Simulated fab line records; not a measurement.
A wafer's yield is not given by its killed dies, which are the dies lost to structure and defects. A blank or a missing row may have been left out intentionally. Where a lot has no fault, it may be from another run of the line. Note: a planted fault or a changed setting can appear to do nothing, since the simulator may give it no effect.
Which tool was responsible?    flow nand_harc    route of 1302 steps, sampled at 1 step: 24 lots, 72 wafers

WHAT THE GAUGES READ, wafer by wafer
NHARC_A_M0_CD_MEAS_09: target cd 80 nm.
lot   measured      on         cd_nm (nm)
L075  day 23 08:47  cd_sem-02  80.2 81.2 80.6
L074  day 23 09:25  cd_sem-01  80.2 80.3 81.4
L076  day 23 14:49  cd_sem-03  79.2 79.4 79.3
L077  day 25 01:57  cd_sem-02  80.7 81.3 81.5
L080  day 25 05:05  cd_sem-03  79.4 80.0 80.8
L078  day 25 07:25  cd_sem-03  79.7 80.3 79.7
L079  day 25 11:13  cd_sem-01  80.2 79.7 79.6
L081  day 25 13:19  cd_sem-02  79.3 79.1 80.0
L082  day 26 06:35  cd_sem-03  79.9 80.3 80.2
L083  day 26 07:06  cd_sem-03  80.4 80.4 80.3
L085  day 26 22:12  cd_sem-01  78.7 79.6 79.4
L084  day 27 04:23  cd_sem-01  79.9 81.1 79.7
L086  day 27 17:48  cd_sem-03  80.2 79.4 80.4
L088  day 28 11:08  cd_sem-02  81.1 80.5 80.6
L087  day 28 12:23  cd_sem-02  79.2 79.0 79.7
L089  day 28 17:17  cd_sem-03  80.5 79.8 79.0
L090  day 28 23:47  cd_sem-03  80.1 79.8 80.5
L091  day 30 14:52  cd_sem-02  80.8 80.0 80.1
L093  day 31 00:46  cd_sem-02  81.3 81.6 81.6
L092  day 31 01:58  cd_sem-02  79.7 80.4 79.9
L095  day 31 10:47  cd_sem-03  80.7 80.3 79.9
L094  day 31 14:59  cd_sem-01  79.9 79.4 79.2
L096  day 31 18:16  cd_sem-02  79.3 79.9 79.6
L097  day 32 13:47  cd_sem-02  81.4 80.9 80.9

TOOL THAT RAN EACH LOT (tool first, then ch and the chambers of the sampled wafers, then the start)
There is no process step in the record ahead of these readings.

AS READ BY THE TOOLS THEMSELVES (means over the sampled wafers that have a number; for cases with no such wafer, the mark the record gives instead)
The record holds no such reading with a usual standard deviation.

THE ANSWER, worked out from the rows above alone
Rule: the lots themselves supply what counts as usual. Put in order of their means at a reading, lots are off if they are a third of the lots or fewer, leave a main group of 4 or more, and stand apart from it by a gap of 3 or more times the standard deviation of the main group's means; of several such gaps the widest counts. Not used: any main group whose means are identical at the precision the tables above print for the reading. Also off: a lot with no number at a reading for which 4 or more lots have one. Any other lot the step has rows for is counted as sound. The gauges are gone through in route order, then the tools' own readings, and for those a lot's mean is taken as printed above. At the first step where some lot is off, the reading lying furthest off is the one used; lots without a number count as furthest.
No lot is off on any of the readings shown, so nothing can be concluded from this.

WHAT THE SIMULATOR PUT IN
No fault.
